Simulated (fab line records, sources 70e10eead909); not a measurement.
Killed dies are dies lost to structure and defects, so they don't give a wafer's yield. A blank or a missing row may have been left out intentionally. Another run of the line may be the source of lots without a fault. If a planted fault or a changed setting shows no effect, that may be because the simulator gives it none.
Problem report in the 8D (eight disciplines) form, filled by code    flow nandHarc    the parts of the form that need people (team, actions taken, sign-off) are left out

## 1. WHAT WENT WRONG
thkNm at NHARC_A_ONON_D2_THK_MEAS_30 reads a mean of 412 nm on 6 wafers of 2 lots; wafers without a fault read 1000 nm with a standard deviation of 8.4. Measured from the usual mean, that is -70 standard deviations.
The step: measures by ellipsometry.
First observed at day 20 02:26: wafer L540.2, on filmMetro-01. The record has a number at this step for 42 wafers belonging to 14 lots. By rule, "out" or "out of limits" means more than 4 standard deviations away from the usual mean. The rest of the wafers with a number are treated as sound.

## 2. WHAT THIS IS AND IS NOT
question                     is                      is not
which readings at this step  thkNm                   -
which lots                   L540, L542              L523, L524, L525, L527, L528, L529, L530, L531, L533, L538, L541, L545
which wafers of those lots   all that have a number  -
read on which gauges         filmMetro-01            filmMetro-02
when                         from day 20 02:26       up to then (33 sound wafers); but 3 sound wafers of L545 came after

## 3. WHAT RULES OUT EACH SUSPECT
Counting: a tool at a process step up to the reading stays a suspect if it ran every lot that is out and no sound lot after the first of them.
- the gauge at NHARC_A_ONON_D2_THK_MEAS_30: kept. All the wafers that are out were read on filmMetro-01, and no step on other tools shows them out.
- pecvdOnon-02 at NHARC_A_ONON_D2_DEP_28 (target thk 1000 nm): kept. All lots that are out passed through it, beginning with L540 at day 20 01:59, and no sound lot followed; its final sound lot before that point was L533 at day 17 05:03.
What counting leaves: pecvdOnon-02 at NHARC_A_ONON_D2_DEP_28 and filmMetro-01 at NHARC_A_ONON_D2_THK_MEAS_30.

## 4. THE CAUSE (what the simulator had put in)
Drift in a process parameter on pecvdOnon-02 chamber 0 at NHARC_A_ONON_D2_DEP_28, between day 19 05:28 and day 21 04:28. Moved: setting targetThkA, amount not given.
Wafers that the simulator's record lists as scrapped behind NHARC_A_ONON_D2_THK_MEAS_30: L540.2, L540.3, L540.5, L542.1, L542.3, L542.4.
Of the 2 suspects that counting leaves, this tool is one.

## 5. SEQUENCE OF EFFECTS, ordered by route
One row per reading whose mean, taken over the struck wafers that have a number, lies over 3 standard deviations from the usual. Only readings whose record carries a usual standard deviation are examined. hours: median over the lots of the time between each lot's start at the first step of this table that gives one and its start at this step. sigmas: the change, counted in usual standard deviations.
hours  step                         reading  usual    on struck wafers  change  sigmas
0      NHARC_A_ONON_D2_THK_MEAS_30  thkNm    1000 nm  412               -588    -70

## 6. HOW IT WOULD HAVE BEEN CAUGHT EARLIER
The first out-of-limits reading at a measuring or inspecting step in this record came at day 20 02:26, 21 hours after the fault's start at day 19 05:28.
Lots out: 2; of these, L542 started NHARC_A_ONON_D2_DEP_28 on pecvdOnon-02 after day 20 02:26. It would have been spared by a hold on the tool at that moment.
